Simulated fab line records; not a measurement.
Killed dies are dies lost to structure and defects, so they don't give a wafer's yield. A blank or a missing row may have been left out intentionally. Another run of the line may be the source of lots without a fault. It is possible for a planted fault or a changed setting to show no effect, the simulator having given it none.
fab line records ; flow n5-finfet
record: lots: 7; wafers: 21
route steps=1938 shown ZERO_LAYER@9 WELL_APT@21 FIN_SAQP@94 FIN_CUT@155
start-h: the number of hours between the record's first day and the start of the first shown wafer of the lot ; wait-h: hours since the lot's step before ; " unchanged from the row above ; L1.1+2: a single row standing in for several wafers ; - no value, or no start was given ; * or withheld: withheld ; < > ~ a bound
route shown NAME@n: NAME is a module with steps in the file, n the number in the route of the first one ; usual: mean/standard deviation of fault-free wafers ; same: alike in all rows ; chamber/n: place in a boat ; sites: readings site by site ; _std_site: the values' standard deviation ; _edge_site: the outer-site mean with the inner-site mean subtracted ; radius-mm: how far each site lies from the wafer's centre ; mask NAME#n: copy n ; behind: tool/chamber where the wafer was last shaped ; hold: why the lot was held/for how many hours/how that ended ; device: transistor that didn't switch, given as n, p or np ; end of line: the same wafers' tests at the end of the route ; a step given without rows: its recipe and nothing more ; killed: dies that structure and defects cost at the first sort, which is not the same as the wafer's yield ; map: the dies of a wafer, with x for killed, . for not killed, _ for no die there
set.NAME: the setting as run; set.NAME@STEP: as run at that earlier step ; model.NAME: the simulator's own value behind a step, which no gauge read
lots with deliberately changed settings; one table per step, one row per wafer
== steps ==
step: N5_ZERO_LAYER_EXPOSE_08
recipe: mask-id: ZERO; na: 0.55; source-shape: conventional; sigma-outer: 0.8; polarization: unpolarized; defocus-nm: 0; target-cd-nm: 2000; dose-mj: 16.2
lot.wafer;tool;chamber;start-h;wait-h;mask;set.dose-mj
L076.1+5+6;krf-scanner-02;0;24.65;-;ZERO#0;16.55
L080.4;krf-scanner-01;0;48.49;-;ZERO#0;17.21
L080.5+6;krf-scanner-01;0;48.49;-;ZERO#0;16.2
L082.3+4;krf-scanner-01;0;60.49;-;ZERO#0;15.06
L082.6;krf-scanner-01;0;60.49;-;ZERO#0;16.2
L083.3+4+5;krf-scanner-02;0;67.31;-;ZERO#0;16.2
L084.1;krf-scanner-01;0;72.59;-;ZERO#0;16.2
L084.3+6;krf-scanner-01;0;72.59;-;ZERO#0;15.89
L085.1+3+6;krf-scanner-02;0;78.59;-;ZERO#0;16.2
L096.3+5;krf-scanner-01;0;144.62;-;ZERO#0;16.2
L096.6;krf-scanner-01;0;144.62;-;ZERO#0;17.32
step: N5_ZERO_LAYER_PEB_09
recipe: peb-temp-c: withheld; peb-time-s: *
step: N5_ZERO_LAYER_DEVELOP_10
recipe: develop-time-s: 60; rinse-liquid: diw; dry: air-spin; dev-temp-c: 21
step: N5_ZERO_LAYER_HARDBAKE_23
recipe: temp-c: 130; time-s: 120
step: N5_ZERO_LAYER_CD_MEAS_11
recipe: target-cd-nm: 2000; landing-energy-ev: 500; detector: se-inlens
usual: cd-nm: 2000.2/1.5
lot.wafer;tool;chamber;start-h;wait-h;set.dose-mj@ZERO_LAYER_EXPOSE_08;cd-nm
L076.1;cd-sem-01;0;24.83;-;16.55;2009.3
L076.5;cd-sem-01;0;24.83;-;16.55;2005.1
L076.6;cd-sem-01;0;24.83;-;16.55;2008.6
L080.4;cd-sem-03;0;48.65;-;17.21;2008.8
L080.5;cd-sem-03;0;48.65;-;16.2;2000.0
L080.6;cd-sem-03;0;48.65;-;16.2;1998.2
L082.3;cd-sem-01;0;60.66;-;15.06;1985.2
L082.4;cd-sem-01;0;60.66;-;15.06;1986.2
L082.6;cd-sem-01;0;60.66;-;16.2;1998.4
L083.3;cd-sem-01;0;67.48;-;16.2;1998.9
L083.4;cd-sem-01;0;67.48;-;16.2;2001.2
L083.5;cd-sem-01;0;67.48;-;16.2;1999.8
L084.1;cd-sem-02;0;72.77;-;16.2;1999.8
L084.3;cd-sem-02;0;72.77;-;15.89;1995.9
L084.6;cd-sem-02;0;72.77;-;15.89;1996.9
L085.1;cd-sem-03;0;78.77;-;16.2;1997.7
L085.3;cd-sem-03;0;78.77;-;16.2;1999.8
L085.6;cd-sem-03;0;78.77;-;16.2;1999.8
L096.3;cd-sem-01;0;144.79;-;16.2;1999.3
L096.5;cd-sem-01;0;144.79;-;16.2;1999.1
L096.6;cd-sem-01;0;144.79;-;17.32;2013.0
step: N5_ZERO_LAYER_DESCUM_16
recipe: chemistry: O2; time-s: 7.9; source-power-w: 50; bias-power-w: 20; pressure-mtorr: 20; rf-frequency-hz: 2.712e+07; temp-c: 40; o2-flow-sccm: 225
lot.wafer;tool;chamber;start-h;wait-h;set.dose-mj@ZERO_LAYER_EXPOSE_08;model.ZERO_LAYER.cd-nm
L076.1;rie-diel-05;1;24.87;0.0;16.55;2010
L076.5;rie-diel-05;1;24.87;0.0;16.55;2005
L076.6;rie-diel-05;2;24.87;0.0;16.55;2008
L080.4;rie-diel-03;1;48.72;0.1;17.21;2009
L080.5;rie-diel-03;3;48.72;0.1;16.2;2000
L080.6;rie-diel-03;0;48.72;0.1;16.2;1998
L082.3;rie-diel-04;0;60.70;0.0;15.06;1985
L082.4;rie-diel-04;2;60.70;0.0;15.06;1986
L082.6;rie-diel-04;2;60.70;0.0;16.2;1999
L083.3;rie-diel-05;3;67.64;0.2;16.2;1999
L083.4;rie-diel-05;1;67.64;0.2;16.2;2001
L083.5;rie-diel-05;0;67.64;0.2;16.2;2000
L084.1;rie-diel-04;1;72.81;0.0;16.2;2000
L084.3;rie-diel-04;0;72.81;0.0;15.89;1996
L084.6;rie-diel-04;2;72.81;0.0;15.89;1997
L085.1;rie-diel-05;0;78.80;0.0;16.2;1998
L085.3+6;rie-diel-05;1,3;78.80;0.0;16.2;2000
L096.3+5;rie-diel-03;3,0;145.05;0.3;16.2;1999
L096.6;rie-diel-03;3;145.05;0.3;17.32;2013
step: N5_ZERO_LAYER_ETCH_18
recipe: chemistry: HBr/Cl2; target: Si; target-depth-a: 1200; time-s: 40; pressure-mtorr: 10; icp-w: 800; bias-w: 75; HBr_flow_sccm: 150; Cl2_flow_sccm: 80
lot.wafer;tool;chamber;start-h;wait-h;set.bias-w;model.etch.depth-nm;model.ZERO_LAYER.feature-depth-nm
L076.1;rie-si-03;0;24.97;0.0;75;120;120
L076.5;rie-si-03;2;24.97;0.0;75;119.5;119.5
L076.6;rie-si-03;3;24.97;0.0;62.41;114.8;114.8
L080.4;rie-si-06;0;48.83;0.0;75;119.6;119.6
L080.5;rie-si-06;1;48.83;0.0;75;120;120
L080.6;rie-si-06;2;48.83;0.0;75;120.7;120.7
L082.3;rie-si-01;3;60.80;0.0;68.03;115.8;115.8
L082.4;rie-si-01;0;60.80;0.0;75;118.3;118.3
L082.6;rie-si-01;1;60.80;0.0;75;119.1;119.1
L083.3;rie-si-01;3;67.75;0.0;75;119.1;119.1
L083.4;rie-si-01;1;67.75;0.0;75;120.8;120.8
L083.5;rie-si-01;1;67.75;0.0;83.52;123.4;123.4
L084.1;rie-si-01;1;72.92;0.0;75;121.4;121.4
L084.3;rie-si-01;3;72.92;0.0;69.05;118.8;118.8
L084.6;rie-si-01;0;72.92;0.0;75;120.4;120.4
L085.1;rie-si-01;2;78.91;0.0;75;119.9;119.9
L085.3;rie-si-01;0;78.91;0.0;75;120.5;120.5
L085.6;rie-si-01;1;78.91;0.0;75;120.4;120.4
L096.3;rie-si-03;3;145.15;0.0;75;119.2;119.2
L096.5;rie-si-03;1;145.15;0.0;75;118.5;118.5
L096.6;rie-si-03;0;145.15;0.0;75;121.1;121.1
step: N5_WELL_APT_COAT_02
recipe: spin-rpm: 1357; resist-thk-nm: 950
lot.wafer;tool;chamber;start-h;wait-h;set.spin-rpm;model.coat_of_WELL_APT_COAT_02.thk-nm
L076.1;litho-track-01;0;-;-;1357;947.9
L076.5;litho-track-01;0;-;-;1495;904.9
L076.6;litho-track-01;0;-;-;1495;902.4
L080.4;litho-track-01;0;-;-;1357;949.7
L080.5;litho-track-01;0;-;-;1357;950.5
L080.6;litho-track-01;0;-;-;1267;984.1
L082.3;litho-track-01;0;-;-;1398;933.7
L082.4;litho-track-01;0;-;-;1398;933.6
L082.6;litho-track-01;0;-;-;1357;947.7
L083.3;litho-track-05;0;-;-;1357;953
L083.4;litho-track-05;0;-;-;1357;954.6
L083.5;litho-track-05;0;-;-;1357;952.6
L084.1;litho-track-02;0;-;-;1357;951
L084.3;litho-track-02;0;-;-;1357;949.8
L084.6;litho-track-02;0;-;-;1302;972.6
L085.1;litho-track-02;0;-;-;1357;957.2
L085.3;litho-track-02;0;-;-;1357;955.1
L085.6;litho-track-02;0;-;-;1357;953.7
L096.3;litho-track-02;0;-;-;1357;953.5
L096.5;litho-track-02;0;-;-;1238;998.9
L096.6;litho-track-02;0;-;-;1357;954.8
step: N5_WELL_APT_EXPOSE_05
recipe: mask-id: NWELL; na: 0.8; source-shape: conventional; sigma-outer: 0.8; polarization: unpolarized; defocus-nm: 0; target-cd-nm: 200; dose-mj: 20.3
lot.wafer;tool;chamber;start-h;wait-h;mask;set.dose-mj
L076.1+5+6;krf-scanner-02;0;25.57;-;NWELL#0;20.3
L080.4+5+6;krf-scanner-02;0;49.45;-;NWELL#0;20.3
L082.3+6;krf-scanner-02;0;61.54;-;NWELL#0;19.3
L082.4;krf-scanner-02;0;61.54;-;NWELL#0;20.3
L083.3+4+5;krf-scanner-01;0;68.49;-;NWELL#0;21.16
L084.1+3;krf-scanner-01;0;73.51;-;NWELL#0;20.3
L084.6;krf-scanner-01;0;73.51;-;NWELL#0;19.27
L085.1+3+6;krf-scanner-02;0;79.63;-;NWELL#0;20.3
L096.3;krf-scanner-02;0;145.78;-;NWELL#0;20.3
L096.5+6;krf-scanner-02;0;145.78;-;NWELL#0;19.9
step: N5_WELL_APT_PEB_06
recipe: peb-temp-c: 130; peb-time-s: 90
step: N5_WELL_APT_DEVELOP_07
recipe: develop-time-s: 45; rinse-liquid: surfactant-rinse; dry: air-spin; dev-temp-c: 21
step: N5_WELL_APT_HARDBAKE_12
recipe: temp-c: 130; time-s: 120
step: N5_WELL_APT_CD_MEAS_08
recipe: target-cd-nm: 200; landing-energy-ev: 500; detector: se-inlens
usual: cd-nm: 199.9/1.2
lot.wafer;tool;chamber;start-h;wait-h;set.dose-mj@WELL_APT_EXPOSE_05;cd-nm
L076.1;cd-sem-01;0;25.74;-;20.3;200.9
L076.5;cd-sem-01;0;25.74;-;20.3;201.3
L076.6;cd-sem-01;0;25.74;-;20.3;204.1
L080.4;cd-sem-01;0;49.61;-;20.3;201.6
L080.5;cd-sem-01;0;49.61;-;20.3;201.4
L080.6;cd-sem-01;0;49.61;-;20.3;200.9
L082.3;cd-sem-01;0;61.70;-;19.3;192.2
L082.4;cd-sem-01;0;61.70;-;20.3;200.8
L082.6;cd-sem-01;0;61.70;-;19.3;191.5
L083.3;cd-sem-01;0;68.65;-;21.16;208.4
L083.4;cd-sem-01;0;68.65;-;21.16;206.4
L083.5;cd-sem-01;0;68.65;-;21.16;207.0
L084.1;cd-sem-02;0;73.68;-;20.3;199.3
L084.3;cd-sem-02;0;73.68;-;20.3;199.2
L084.6;cd-sem-02;0;73.68;-;19.27;190.4
L085.1;cd-sem-02;0;79.81;-;20.3;199.7
L085.3;cd-sem-02;0;79.81;-;20.3;200.8
L085.6;cd-sem-02;0;79.81;-;20.3;200.5
L096.3;cd-sem-02;0;145.94;-;20.3;199.6
L096.5;cd-sem-02;0;145.94;-;19.9;195.0
L096.6;cd-sem-02;0;145.94;-;19.9;196.9
step: N5_WELL_APT_DESCUM_13
recipe: chemistry: O2; time-s: 7.9; source-power-w: 50; bias-power-w: 20; pressure-mtorr: 20; rf-frequency-hz: 2.712e+07; temp-c: 40; o2-flow-sccm: 225
lot.wafer;tool;chamber;start-h;wait-h;set.dose-mj@WELL_APT_EXPOSE_05;model.WELL_APT.cd-nm
L076.1;rie-diel-01;0;25.83;0.0;20.3;200.8
L076.5;rie-diel-01;0;25.83;0.0;20.3;201.6
L076.6;rie-diel-01;1;25.83;0.0;20.3;204.1
L080.4;rie-diel-01;2;49.72;0.1;20.3;201.4
L080.5;rie-diel-01;3;49.72;0.1;20.3;201.6
L080.6;rie-diel-01;2;49.72;0.1;20.3;201
L082.3;rie-diel-02;3;61.79;0.0;19.3;192.1
L082.4;rie-diel-02;0;61.79;0.0;20.3;200.6
L082.6;rie-diel-02;3;61.79;0.0;19.3;191.4
L083.3;rie-diel-01;3;68.73;0.0;21.16;208.2
L083.4;rie-diel-01;1;68.73;0.0;21.16;206.4
L083.5;rie-diel-01;3;68.73;0.0;21.16;206.9
L084.1;rie-diel-01;3;73.77;0.0;20.3;199.6
L084.3;rie-diel-01;1;73.77;0.0;20.3;199.4
L084.6;rie-diel-01;0;73.77;0.0;19.27;190.6
L085.1;rie-diel-06;3;79.98;0.1;20.3;199.7
L085.3;rie-diel-06;0;79.98;0.1;20.3;200.7
L085.6;rie-diel-06;2;79.98;0.1;20.3;200.6
L096.3;rie-diel-02;2;146.03;0.0;20.3;199.8
L096.5;rie-diel-02;2;146.03;0.0;19.9;195.1
L096.6;rie-diel-02;3;146.03;0.0;19.9;196.8
step: N5_FIN_SAQP_ALD_61
recipe: material: SiO2; target-thk-a: 40; temp-c: 300; ald-precursor-family: BDEAS; ald-co-reactant: O2-plasma; pulse-time-s: 1; purge-time-s: 2; co-reactant-purge-time-s: 2; ald-cycles: 43; pressure-torr: 2
lot.wafer;tool;chamber;start-h;wait-h;set.ald-cycles;model.SiO2_of_FIN_SAQP_ALD_61.thk-nm
L076.1;ald-sin-01;2;32.94;0.0;48;4.435
L076.5;ald-sin-01;2;32.94;0.0;48;4.431
L076.6;ald-sin-01;3;32.94;0.0;43;3.999
L080.4;ald-sin-01;2;56.09;0.0;48;4.462
L080.5;ald-sin-01;0;56.09;0.0;43;3.999
L080.6;ald-sin-01;3;56.09;0.0;48;4.468
L082.3;ald-sin-01;0;68.41;0.0;43;4.022
L082.4;ald-sin-01;1;68.41;0.0;43;4.031
L082.6;ald-sin-01;0;68.41;0.0;37;3.46
L083.3;ald-sin-01;0;76.10;0.4;43;3.986
L083.4;ald-sin-01;3;76.10;0.4;43;4.001
L083.5;ald-sin-01;0;76.10;0.4;43;4.009
L084.1;ald-sin-04;0;80.98;0.5;37;3.443
L084.3;ald-sin-04;1;80.98;0.5;43;4.025
L084.6;ald-sin-04;3;80.98;0.5;37;3.45
L085.1;ald-sin-03;2;87.04;0.0;43;4.02
L085.3;ald-sin-03;1;87.04;0.0;43;4.042
L085.6;ald-sin-03;1;87.04;0.0;43;4.045
L096.3;ald-sin-03;2;153.92;0.2;37;3.434
L096.5;ald-sin-03;1;153.92;0.2;37;3.43
L096.6;ald-sin-03;0;153.92;0.2;43;3.993
step: N5_FIN_SAQP_PECVD_06
recipe: material: a-Si; target-thk-a: 600; temp-c: 400; precursor: SiH4/He; pressure-torr: 3; rf-w: 100; time-s: 48.1
lot.wafer;tool;chamber;start-h;wait-h;set.time-s;model.a-Si_of_FIN_SAQP_PECVD_06.thk-nm
L076.1;pecvd-02;1;33.66;0.0;48.1;59.94
L076.5;pecvd-02;0;33.66;0.0;42.85;54.88
L076.6;pecvd-02;1;33.66;0.0;48.1;60.35
L080.4;pecvd-04;0;57.04;0.0;48.1;60.08
L080.5;pecvd-04;0;57.04;0.0;48.1;59.51
L080.6;pecvd-04;2;57.04;0.0;48.1;59.4
L082.3;pecvd-04;1;69.10;0.0;46.09;57.41
L082.4;pecvd-04;2;69.10;0.0;48.1;59.86
L082.6;pecvd-04;1;69.10;0.0;48.1;60.56
L083.3;pecvd-03;2;76.90;0.0;48.1;59.86
L083.4;pecvd-03;0;76.90;0.0;48.1;59.68
L083.5;pecvd-03;2;76.90;0.0;48.1;60.97
L084.1;pecvd-04;0;81.61;0.0;45.82;57.59
L084.3;pecvd-04;2;81.61;0.0;48.1;58.72
L084.6;pecvd-04;1;81.61;0.0;48.1;61.34
L085.1;pecvd-04;2;87.84;0.0;48.1;59.36
L085.3;pecvd-04;0;87.84;0.0;48.1;60.2
L085.6;pecvd-04;0;87.84;0.0;48.1;59.79
L096.3;pecvd-04;2;154.68;0.0;48.1;59.67
L096.5;pecvd-04;0;154.68;0.0;54.64;69.62
L096.6;pecvd-04;1;154.68;0.0;54.64;68.98
step: N5_FIN_SAQP_THK_MEAS_07
usual: thk-nm: 60.0/0.75
lot.wafer;tool;chamber;start-h;wait-h;set.time-s@FIN_SAQP_PECVD_06;thk-nm
L076.1;film-metro-02;-;33.77;0.1;48.1;59.9
L076.5;film-metro-02;-;33.77;0.1;42.85;54.9
L076.6;film-metro-02;-;33.77;0.1;48.1;60.4
L080.4;film-metro-01;-;57.13;0.1;48.1;60.1
L080.5;film-metro-01;-;57.13;0.1;48.1;59.5
L080.6;film-metro-01;-;57.13;0.1;48.1;59.4
L082.3;film-metro-02;-;69.19;0.1;46.09;57.4
L082.4;film-metro-02;-;69.19;0.1;48.1;59.9
L082.6;film-metro-02;-;69.19;0.1;48.1;60.6
L083.3;film-metro-02;-;77.00;0.1;48.1;59.9
L083.4;film-metro-02;-;77.00;0.1;48.1;59.7
L083.5;film-metro-02;-;77.00;0.1;48.1;60.9
L084.1;film-metro-01;-;81.70;0.1;45.82;57.6
L084.3;film-metro-01;-;81.70;0.1;48.1;58.7
L084.6;film-metro-01;-;81.70;0.1;48.1;61.3
L085.1;film-metro-01;-;87.95;0.1;48.1;59.3
L085.3;film-metro-01;-;87.95;0.1;48.1;60.2
L085.6;film-metro-01;-;87.95;0.1;48.1;59.8
L096.3;film-metro-02;-;154.77;0.1;48.1;59.7
L096.5;film-metro-02;-;154.77;0.1;54.64;69.6
L096.6;film-metro-02;-;154.77;0.1;54.64;69.0
step: N5_FIN_SAQP_HM_DEP_72
recipe: material: SiO2; target-thk-a: 120; temp-c: 400; precursor: SiH4/N2O; pressure-torr: 0.75; rf-w: 275; time-s: 7.2
step: N5_FIN_SAQP_COAT_49
recipe: resist: SOC; temp-c: 250; time-s: 60; spin-rpm: 1500; resist-thk-nm: 100
step: N5_FIN_SAQP_HM_OPEN_73
recipe: chemistry: CHF3/O2; target: SiO2; stop-on: a-Si; target-depth-a: 120; over-etch-frac: 1.8; mask-material: SOC; time-s: 16.8; pressure-mtorr: 30; source-w: 650; bias-w: 170; Ar_flow_sccm: 200; CHF3_flow_sccm: 50; O2_flow_sccm: 5; ion-energy-ev: 200; ends: end-point
step: N5_FIN_SAQP_STRIP_74
recipe: chemistry: CHF3/O2; resist: SiARC; rf-frequency-hz: 6e+07
step: N5_FIN_SAQP_MANDREL_ETCH_22
recipe: target-depth-a: 600; chemistry: HBr/Cl2; target: a-Si; stop-on: SiNx; bt-time-s: 10; over-etch-frac: 0.5; time-s: 30; pressure-mtorr: 10; icp-w: 800; bias-w: 75; HBr_flow_sccm: 150; Cl2_flow_sccm: 80; ends: end-point
lot.wafer;tool;chamber;start-h;wait-h;set.time-s@FIN_SAQP_PECVD_06;model.etch.depth-nm
L076.1;rie-si-06;0;35.79;0.0;48.1;59.94
L076.5;rie-si-06;2;35.79;0.0;42.85;54.88
L076.6;rie-si-06;1;35.79;0.0;48.1;60.34
L080.4;rie-si-03;2;58.06;0.0;48.1;60.06
L080.5;rie-si-03;2;58.06;0.0;48.1;59.49
L080.6;rie-si-03;3;58.06;0.0;48.1;59.4
L082.3;rie-si-06;2;70.35;0.0;46.09;57.41
L082.4;rie-si-06;3;70.35;0.0;48.1;59.8
L082.6;rie-si-06;2;70.35;0.0;48.1;60.56
L083.3;rie-si-06;0;77.73;0.0;48.1;59.86
L083.4;rie-si-06;2;77.73;0.0;48.1;59.66
L083.5;rie-si-06;0;77.73;0.0;48.1;60.94
L084.1;rie-si-06;3;82.57;0.0;45.82;57.55
L084.3;rie-si-06;1;82.57;0.0;48.1;58.72
L084.6;rie-si-06;2;82.57;0.0;48.1;61.33
L085.1;rie-si-01;0;88.87;0.0;48.1;59.31
L085.3;rie-si-01;3;88.87;0.0;48.1;60.19
L085.6;rie-si-01;0;88.87;0.0;48.1;59.74
L096.3;rie-si-06;1;155.50;0.0;48.1;59.67
L096.5;rie-si-06;3;155.50;0.0;54.64;69.62
L096.6;rie-si-06;0;155.50;0.0;54.64;68.97
step: N5_FIN_SAQP_STRIP_55
recipe: chemistry: N2/H2; power-w: 500; temp-c: 40; pressure-mtorr: 50; rf-frequency-hz: 6e+07; overash-fraction: 0.3; bias-power-w: 28; h2-frac: 0.5; n2-flow-sccm: 300; h2-flow-sccm: 300
step: N5_FIN_SAQP_STRIP_23
recipe: chemistry: SPM; time-s: 750; temp-c: 130; h2so4-h2o2-vol-ratio: 4
step: N5_FIN_SAQP_SRD_66
recipe: dry: ipa-marangoni; time-s: 30; temp-c: 23; rinse-liquid: diw
step: N5_FIN_SAQP_RECESS_75
recipe: chemistry: HF/NH3; target: SiO2; target-depth-a: 144; afs-cycles: 3; temp-c: 30; sublimation-temp-c: 180; sublimation-time-s: 60
step: N5_FIN_SAQP_SPACER1_ALD_24
recipe: material: SiO2; target-thk-a: 203; temp-c: 300; ald-precursor-family: BDEAS; ald-co-reactant: O2-plasma; pulse-time-s: 1; purge-time-s: 2; co-reactant-purge-time-s: 2; ald-cycles: 218; pressure-torr: 2
lot.wafer;tool;chamber;start-h;wait-h;set.time-s@FIN_SAQP_PECVD_06;model.a-Si_of_FIN_SAQP_PECVD_06.thk-nm
L076.1;ald-sin-04;0;36.65;0.3;48.1;59.8
L076.5;ald-sin-04;3;36.65;0.3;42.85;54.8
L076.6;ald-sin-04;0;36.65;0.3;48.1;60.2
L080.4;ald-sin-03;1;59.14;0.1;48.1;59.8
L080.5;ald-sin-03;3;59.14;0.1;48.1;59.4
L080.6;ald-sin-03;2;59.14;0.1;48.1;59.2
L082.3;ald-sin-01;2;71.27;0.1;46.09;57.2
L082.4;ald-sin-01;3;71.27;0.1;48.1;59.6
L082.6;ald-sin-01;3;71.27;0.1;48.1;60.4
L083.3;ald-sin-03;1;78.81;0.1;48.1;59.6
L083.4;ald-sin-03;2;78.81;0.1;48.1;59.4
L083.5;ald-sin-03;1;78.81;0.1;48.1;60.8
L084.1;ald-sin-03;2;83.78;0.5;45.82;57.4
L084.3;ald-sin-03;1;83.78;0.5;48.1;58.6
L084.6;ald-sin-03;1;83.78;0.5;48.1;61.2
L085.1;ald-sin-04;0;90.48;1.0;48.1;59.2
L085.3;ald-sin-04;2;90.48;1.0;48.1;60
L085.6;ald-sin-04;2;90.48;1.0;48.1;59.6
L096.3;ald-sin-04;0;156.36;0.1;48.1;59.4
L096.5;ald-sin-04;2;156.36;0.1;54.64;69.4
L096.6;ald-sin-04;3;156.36;0.1;54.64;68.8
step: N5_FIN_CUT_COAT_19
recipe: resist: SiARC; temp-c: 220; time-s: 60; spin-rpm: 1500; resist-thk-nm: 20
lot.wafer;tool;chamber;start-h;wait-h;set.spin-rpm;model.SiARC_of_FIN_CUT_COAT_19.thk-nm
L076.1+5+6;litho-track-01;0;-;-;1500;20
L080.4;litho-track-05;0;-;-;1500;20.2
L080.5+6;litho-track-05;0;-;-;1413;20.8
L082.3;litho-track-01;0;-;-;1621;19.4
L082.4+6;litho-track-01;0;-;-;1500;20
L083.3+4+5;litho-track-05;0;-;-;1500;20
L084.1+3+6;litho-track-04;0;-;-;1500;20
L085.1+3;litho-track-01;0;-;-;1500;20
L085.6;litho-track-01;0;-;-;1500;20.2
L096.3;litho-track-01;0;-;-;1611;19.2
L096.5+6;litho-track-01;0;-;-;1500;20
== key ==
split: step: N5_ZERO_LAYER_EXPOSE_08; setting: dose-mj; stated: 16.2; by: wafer
response: step: N5_ZERO_LAYER_CD_MEAS_11; reading: cd-nm; change: +1.8; per: 1%; r: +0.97
response: step: N5_ZERO_LAYER_DESCUM_16; reading: model.ZERO_LAYER.cd-nm; change: +1.8; per: 1%; r: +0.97
split: step: N5_ZERO_LAYER_ETCH_18; setting: bias-w; stated: 75; by: wafer
response: step: N5_ZERO_LAYER_ETCH_18; reading: model.etch.depth-nm; change: +0.295; per: 1%; r: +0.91
response: step: N5_ZERO_LAYER_ETCH_18; reading: model.ZERO_LAYER.feature-depth-nm; change: +0.295; per: 1%; r: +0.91
split: step: N5_WELL_APT_COAT_02; setting: spin-rpm; stated: 1357; by: wafer
response: step: N5_WELL_APT_COAT_02; reading: model.coat_of_WELL_APT_COAT_02.thk-nm; change: -4.8; per: 1%; r: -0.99
split: step: N5_WELL_APT_EXPOSE_05; setting: dose-mj; stated: 20.3; by: wafer
response: step: N5_WELL_APT_CD_MEAS_08; reading: cd-nm; change: +1.78; per: 1%; r: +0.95
response: step: N5_WELL_APT_DESCUM_13; reading: model.WELL_APT.cd-nm; change: +1.79; per: 1%; r: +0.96
split: step: N5_FIN_SAQP_ALD_61; setting: ald-cycles; stated: 43; by: wafer
response: step: N5_FIN_SAQP_ALD_61; reading: model.SiO2_of_FIN_SAQP_ALD_61.thk-nm; change: +0.0401; per: 1%; r: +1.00
split: step: N5_FIN_SAQP_PECVD_06; setting: time-s; stated: 48.1; by: wafer
response: step: N5_FIN_SAQP_PECVD_06; reading: model.a-Si_of_FIN_SAQP_PECVD_06.thk-nm; change: +0.615; per: 1%; r: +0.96
response: step: N5_FIN_SAQP_THK_MEAS_07; reading: thk-nm; change: *; per: 1%; r: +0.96
response: step: N5_FIN_SAQP_MANDREL_ETCH_22; reading: model.etch.depth-nm; change: +0.615; per: 1%; r: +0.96
response: step: N5_FIN_SAQP_SPACER1_ALD_24; reading: model.a-Si_of_FIN_SAQP_PECVD_06.thk-nm; change: +0.617; per: 1%; r: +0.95
split: step: N5_FIN_CUT_COAT_19; setting: spin-rpm; stated: 1500; by: wafer
response: step: N5_FIN_CUT_COAT_19; reading: model.SiARC_of_FIN_CUT_COAT_19.thk-nm; change: -0.0928; per: 1%; r: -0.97
